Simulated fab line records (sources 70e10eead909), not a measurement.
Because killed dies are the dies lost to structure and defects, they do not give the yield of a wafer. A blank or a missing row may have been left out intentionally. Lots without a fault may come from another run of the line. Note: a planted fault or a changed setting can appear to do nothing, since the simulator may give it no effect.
A lot that was struck, set against a sound lot	flow nand harc	12 steps out of a route of 1302
Sound: wafers L200.3, L200.4, L200.6. Wafers L205.3, L205.4, L205.6 were the ones struck. The cause is given at the end.
For every step that has rows: the tool of each side, followed by ch and its chambers, followed by its first start. Under that, the readings that differ: sound wafers	struck wafers	difference of the means	sigmas: that difference in standard deviations of wafers without a fault.
alike: readings whose means differ by less than 2 such deviations, and words and numbers that are the same on both sides. not compared: withheld readings, readings that some wafer has no value for, bounds like >300 that may hide the same value, and numbers for which the record gives no deviation and whose values overlap.
Wherever a step has rows on one side only, a row that says differs or no value, or a row with sigmas, the two part there. When numbers do not overlap yet have no deviation, they are printed without sigmas and do not part them. A reading that every wafer of one side lacks parts them only if that side has two wafers or more.

first, 1 step without rows for these wafers: NHARC_A_CHANNEL_FILL_D2_ANNEAL_22 (time 7200 s).
NHARC_A_CHANNEL_FILL_D2_ALD_25: deposits SiOx, target thk 60 nm, pulse time 10 s, ald cycles 600.
  sound on ald hk-01 ch 0,2,3, day 15 19:10; struck on ald hk-03 ch 1,2, day 17 20:55
  alike: heater power w, precursor pulse height rel
  not compared: since wet clean h
NHARC_A_CHANNEL_FILL_D2_ETCHBACK_08: etches the open film in C4F8, target depth 220 nm, time 110 s.
  sound on rie diel-05 ch 0,1; struck on rie diel-06 ch 0,2,3
  alike: chamber pressure mTorr, oes product au, rf vpp V
  not compared: rf hours counter h
NHARC_A_CHANNEL_FILL_D2_STRIP_29: strips in O2, time 20 s.
  sound on rie diel-05 ch 2,3; struck on rie diel-06 ch 1,2,3
  alike: chamber pressure mTorr, drypump motor current A, oes product au, rf vpp V, showerhead plenum p Torr, throttle valve pct
  not compared: rf hours counter h
then, 3 steps without rows for these wafers: NHARC_A_CHANNEL_FILL_D2_PRECLEAN_30 (cleans in dHF, time 30 s); NHARC_A_CHANNEL_FILL_D2_SRD_31; NHARC_A_CHANNEL_FILL_D2_CVD_09 (deposits poly-Si, target thk 150 nm, time 3000 s).
NHARC_A_CHANNEL_FILL_D2_CMP_10: polishes, target thk 150 nm.
  sound on cmp-04 ch 2,3, day 16 05:11; struck on cmp-03 ch 1,2,3, day 18 08:15
  alike: motor current A, time to endpoint s
following that, these wafers have no rows for 1 step: NHARC_A_CHANNEL_FILL_D2_SRD_12.
NHARC_A_CHANNEL_FILL_D2_RTA_24: time 5 s.
  sound on rtp anneal-02 ch 0, day 16 05:40; struck on rtp anneal-01 ch 0, day 18 09:02
reading	sound	struck	difference	sigmas
lamp power pct (%)	30.5 30.5 30.5	32.5 32.5 32.5	+2.0	+2
lamp_zone_6_pct (%)	30.5 30.4 30.4	32.5 32.5 32.4	+2.0	+2
  alike: wafer_temp_C_max
NHARC_A_CHANNEL_FILL_D2_INSPECT_13:
  sound: defect inspect-02 at day 16 05:48; struck: defect inspect-01 at day 18 09:11
  alike: raw defect count
following that, these wafers have no rows for 1 step: NHARC_END_SORT_01.

== WHERE THEY PART ==
At NHARC_A_CHANNEL_FILL_D2_RTA_24 and nowhere else, as far as this record goes. Later steps at which nothing parts them and some readings are alike: NHARC_A_CHANNEL_FILL_D2_INSPECT_13.

WHY: what the simulator had put in
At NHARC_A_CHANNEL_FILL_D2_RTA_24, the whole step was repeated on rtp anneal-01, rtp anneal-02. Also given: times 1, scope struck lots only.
